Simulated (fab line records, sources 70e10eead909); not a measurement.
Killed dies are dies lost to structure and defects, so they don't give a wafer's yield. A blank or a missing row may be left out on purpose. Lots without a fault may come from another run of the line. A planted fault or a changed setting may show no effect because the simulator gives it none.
A struck lot beside a sound one | flow nand_harc | 43 steps out of a route of 1159
Sound: wafers L462.1, L462.2, L462.5. Struck: wafers L470.2, L470.6. (L470.5 of the same lot was not struck and is left out.) The cause comes at the end.
At each step with rows: each side's tool, then ch and its chambers, then its first start. Under that, the readings that differ: sound wafers | struck wafers | difference of the means | sigmas: that difference in standard deviations of wafers without a fault.
alike: readings whose means differ by less than 2 such deviations, and words and numbers that are the same on both sides. not compared: withheld readings, readings that some wafer has no value for, bounds like >300 that may hide the same value, and numbers for which the record gives no deviation and whose values overlap.
The two part at a step that has a row with sigmas, a row that says differs or no value, or rows on one side only. Numbers that don't overlap but have no deviation are shown without sigmas and don't part them. A reading that every wafer of one side lacks parts them only if that side has two wafers or more.

first, 1 step without rows for these wafers: NHARC_A_CONTACT_DEVELOP_41 (develop time 35 s).
NHARC_A_CONTACT_CD_MEAS_42: target cd 200 nm.
  sound on cd_sem-01 ch 0, day 17 10:22; struck on cd_sem-02 ch 0, day 19 15:46
  alike: cd_nm
NHARC_A_CONTACT_OVL_MEAS_43:
  sound on overlay-02, day 17 10:28; struck on overlay-01, day 19 15:52
  alike: overlay_x_nm, overlay_y_nm
NHARC_A_CONTACT_INSPECT_44:
  sound on defect_inspect-02, day 17 10:30; struck on defect_inspect-02, day 19 15:53
  alike: raw_defect_count
then, 3 steps without rows for these wafers: NHARC_A_CONTACT_DESCUM_47 (chemistry O2, time 3 s); NHARC_A_CONTACT_ETCH_48 (etches the open film in CF4, target depth 39 nm, time 65 s); NHARC_A_CONTACT_ETCH_49 (etches the open film in N2/H2, target depth 260 nm, time 475.3 s).
NHARC_A_CONTACT_ETCH_50: etches the open film in CF4/CHF3, target depth 84.7 nm, time 42.4 s.
  sound on rie_diel-05 ch 0,1,2; struck on rie_diel-13 ch 3
  reading               | sound             | struck      | difference | sigmas
  oes_product_au (a.u.) | 0.954 0.985 0.948 | 0.908 0.909 | -0.054     | -2
  alike: drypump_motor_current_A, rf_vpp_V, showerhead_plenum_p_Torr, throttle_valve_pct
  not compared: rf_hours_counter_h
NHARC_A_CONTACT_ETCH_51: etches the open film in O2/COS, target depth 3600 nm, time 936 s.
  sound on rie_diel-05 ch 0,1,2; struck on rie_diel-13 ch 0,3
  reading      | sound             | struck      | difference | sigmas
  rf_vpp_V (V) | 315.5 314.0 312.2 | 317.1 317.1 | +3.2       | +2
  alike: drypump_motor_current_A, oes_product_au, showerhead_plenum_p_Torr, throttle_valve_pct
  not compared: rf_hours_counter_h
then, 3 steps without rows for these wafers: NHARC_A_CONTACT_ETCH_111 (etches the open film in C4F8/O2/Ar, time 140 s, target depth 700 nm); NHARC_A_CONTACT_ETCH_112 (etches the open film in C4F8/O2/Ar, time 94 s, target depth 922 nm); NHARC_A_CONTACT_ETCH_113 (etches the open film in C4F8/O2/Ar, time 94 s, target depth 922 nm).
NHARC_A_CONTACT_ETCH_114: etches the open film in C4F8/O2/Ar, time 94 s, target depth 922 nm.
  sound on har_cap_etch-03 ch 0,1, day 17 12:32; struck on har_cap_etch-02 ch 1, day 19 17:39
  alike: oes_air_line_au
  not compared: rf_hours_counter_h
then, 2 steps without rows for these wafers: NHARC_A_CONTACT_ETCH_115 (etches the open film in C4F8/O2/Ar, time 94 s, target depth 922 nm); NHARC_A_CONTACT_ETCH_116 (etches the open film in C4F8/O2/Ar, time 94 s, target depth 922 nm).
NHARC_A_CONTACT_ETCH_117: etches the open film in C4F8/O2/Ar, time 94 s, target depth 922 nm.
  sound on har_cap_etch-03 ch 0,1, day 17 12:48; struck on har_cap_etch-02 ch 1, day 19 17:55
  alike: oes_air_line_au
  not compared: rf_hours_counter_h
then, 3 steps without rows for these wafers: NHARC_A_CONTACT_ETCH_118 (etches the open film in C4F8/O2/Ar, time 94 s, target depth 922 nm); NHARC_A_CONTACT_ETCH_119 (etches the open film in C4F8/O2/Ar, time 94 s, target depth 922 nm); NHARC_A_CONTACT_ETCH_120 (etches the open film in C4F8/O2/Ar, time 94 s, target depth 922 nm).
NHARC_A_CONTACT_ETCH_121: etches the open film in C4F8/O2/Ar, time 94 s, target depth 922 nm.
  sound on har_cap_etch-03 ch 0,1, day 17 13:10; struck on har_cap_etch-02 ch 1, day 19 18:17
  alike: oes_air_line_au
  not compared: rf_hours_counter_h
then, 4 steps without rows for these wafers: NHARC_A_CONTACT_ETCH_122 (etches the open film in C4F8/O2/Ar, time 95 s, target depth 930 nm); NHARC_A_CONTACT_ETCH_123 (etches the open film in C4F8/O2/Ar, time 253 s, target depth 1090 nm); NHARC_A_CONTACT_ETCH_90 (etches the open film in CH3F/O2, target depth 40 nm, time 85.7 s); NHARC_A_CONTACT_ETCH_96 (etches the open film in C4F6/O2, target depth 20 nm, time 10 s).
NHARC_A_CONTACT_CD_MEAS_53:
  sound on cd_sem-03, day 17 14:11; struck on cd_sem-01, day 19 19:17
  alike: cd_nm
then, 6 steps without rows for these wafers: NHARC_A_CONTACT_STRIP_99 (strips in N2/H2); NHARC_A_CONTACT_STRIP_100 (strips in CF4/CHF3); NHARC_A_CONTACT_STRIP_101 (strips in O2/COS); NHARC_A_CONTACT_ETCH_102 (etches the open film in CF4/O2, target depth 70 nm, overetch 7 nm, time 38.5 s); NHARC_A_CONTACT_STRIP_55 (strips in O2); NHARC_A_CONTACT_STRIP_56 (strips in post etch residue remover, time 600 s).
NHARC_A_CONTACT_DEP_57: deposits aC, target thk 2800 nm.
  sound on acl_dep-03 ch 0, day 17 18:25; struck on acl_dep-03 ch 0, day 19 21:46
  alike: throttle_valve_pct
then, 10 steps without rows for these wafers: NHARC_A_CONTACT_DEP_58 (deposits SiON, target thk 60 nm); NHARC_A_CONTACT_DEHYDRATE_59 (time 120 s); NHARC_A_CONTACT_HMDS_60 (time 30 s); NHARC_A_CONTACT_COAT_61 (time 75 s); NHARC_A_CONTACT_COAT_62 (time 65 s); NHARC_A_CONTACT_COAT_63 (resist thk 90 nm); NHARC_A_CONTACT_SOFTBAKE_64 (time 55 s); NHARC_A_CONTACT_EBR_65; NHARC_A_CONTACT_EXPOSE_66 (exposes mask A CC 2); NHARC_A_CONTACT_PEB_67 (peb time 65 s).
-- the record jumps here: 3 days lie between the struck wafers' starts before and after (it left off in module A_CONTACT and takes up again in module END, whose first step shown is number 1159 of the route) --
NHARC_END_SORT_01:
  sound on prober-01 ch 0, day 20 09:34; struck on prober-01 ch 0, day 22 15:42
  reading         | sound    | struck | difference | sigmas
  killed_at_array | 32 23 23 | 67 65  | +40        | +4
  killed_dies     | 32 25 27 | 70 67  | +40        | +4
  alike: killed_at_other, killed_at_periphery, killed_open, killed_short

WHERE THEY PART
First at NHARC_A_CONTACT_ETCH_50; last, within this record, at NHARC_END_SORT_01.

WHY: what the simulator had put in
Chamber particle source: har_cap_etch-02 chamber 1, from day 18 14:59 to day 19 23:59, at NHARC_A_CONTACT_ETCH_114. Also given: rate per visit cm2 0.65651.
